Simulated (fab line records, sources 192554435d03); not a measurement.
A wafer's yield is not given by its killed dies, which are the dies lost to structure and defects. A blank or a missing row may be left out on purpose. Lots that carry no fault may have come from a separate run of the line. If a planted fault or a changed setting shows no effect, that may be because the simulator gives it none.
Matching of chambers | flow n5-finfet | N5_BEOL_M9_DESCUM_33 on rie-diel-05: 4 sister chambers
The step chemistry O2, time 7 s. 18 wafers are shown with their chamber, then 9 later ones without.

WAFERS, EACH WITH ITS CHAMBER
wafer  | chamber | showerhead-plenum-p-Torr (Torr) | oes-product-au (a.u.) | drypump-motor-current-A (A)
L078.1 | 2       | 2.02                            | 0.88                  | 5.8
L078.2 | 1       | 2.05                            | 0.67                  | 5.5
L078.6 | 1       | 2.05                            | 0.68                  | 5.6
L077.2 | 2       | 2.02                            | 0.89                  | 5.8
L077.3 | 0       | 2.16                            | 0.69                  | 6.5
L077.4 | 2       | 2.02                            | 0.88                  | 5.8
L080.1 | 1       | 2.05                            | 0.68                  | 5.5
L080.2 | 3       | 2.08                            | 0.98                  | 5.3
L080.6 | 1       | 2.05                            | 0.67                  | 5.5
L083.1 | 0       | 2.15                            | 0.68                  | 6.4
L083.2 | 2       | 2.02                            | 0.87                  | 5.8
L083.3 | 3       | 2.08                            | 0.97                  | 5.3
L082.2 | 3       | 2.08                            | 0.97                  | 5.2
L082.5 | 3       | 2.08                            | 0.96                  | 5.3
L082.6 | 2       | 2.02                            | 0.88                  | 5.8
L084.1 | 1       | 2.04                            | 0.67                  | 5.5
L084.3 | 0       | 2.15                            | 0.68                  | 6.4
L084.6 | 0       | 2.15                            | 0.68                  | 6.5

SIGNATURES, as means of the wafers listed above
reading                  | chamber 0 | chamber 1 | chamber 2 | chamber 3 | scatter within a chamber
showerhead-plenum-p-Torr | 2.1525    | 2.0480    | 2.0200    | 2.0800    | 0.00333
oes-product-au           | 0.6825    | 0.6740    | 0.8800    | 0.9700    | 0.00652
drypump-motor-current-A  | 6.450     | 5.520     | 5.800     | 5.275     | 0.0427
Rule: distance of a wafer from a chamber = root of the sum over the readings of ((wafer's reading minus chamber's mean) / reading's scatter) squared. If the next closest chamber is less than 2 further off than the closest, the wafer can't be placed; otherwise it belongs to the closest. The scatter: take each reading less its chamber's mean, square it, sum over the shown wafers, divide by the number of wafers less the number of chambers, and take the root.

WAFERS WITH NO CHAMBER GIVEN
wafer  | showerhead-plenum-p-Torr (Torr) | oes-product-au (a.u.) | drypump-motor-current-A (A)
L086.4 | 2.02                            | 0.86                  | 5.7
L086.5 | 2.02                            | 0.85                  | 5.8
L086.6 | 2.04                            | 0.67                  | 5.5
L091.1 | 2.15                            | 0.67                  | 6.5
L091.3 | 2.07                            | 0.90                  | 5.2
L091.4 | 2.07                            | 0.91                  | 5.2
L096.4 | 2.14                            | 1.05                  | 6.5
L096.5 | 2.14                            | 1.03                  | 6.5
L096.6 | 2.03                            | 0.94                  | 5.5

THE CHAMBER EACH PASSED THROUGH
wafer  | from the rows above | in truth
L086.4 | 2                   | 2
L086.5 | 2                   | 2
L086.6 | 1                   | 1
L091.1 | 0                   | 0
L091.3 | 3                   | 3
L091.4 | 3                   | 3
L096.4 | 3                   | 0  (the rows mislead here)
L096.5 | 3                   | 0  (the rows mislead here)
L096.6 | 2                   | 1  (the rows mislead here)
Correctly placed: 6 of 9. From these rows, 0 cannot be placed. 3 placed wrongly.
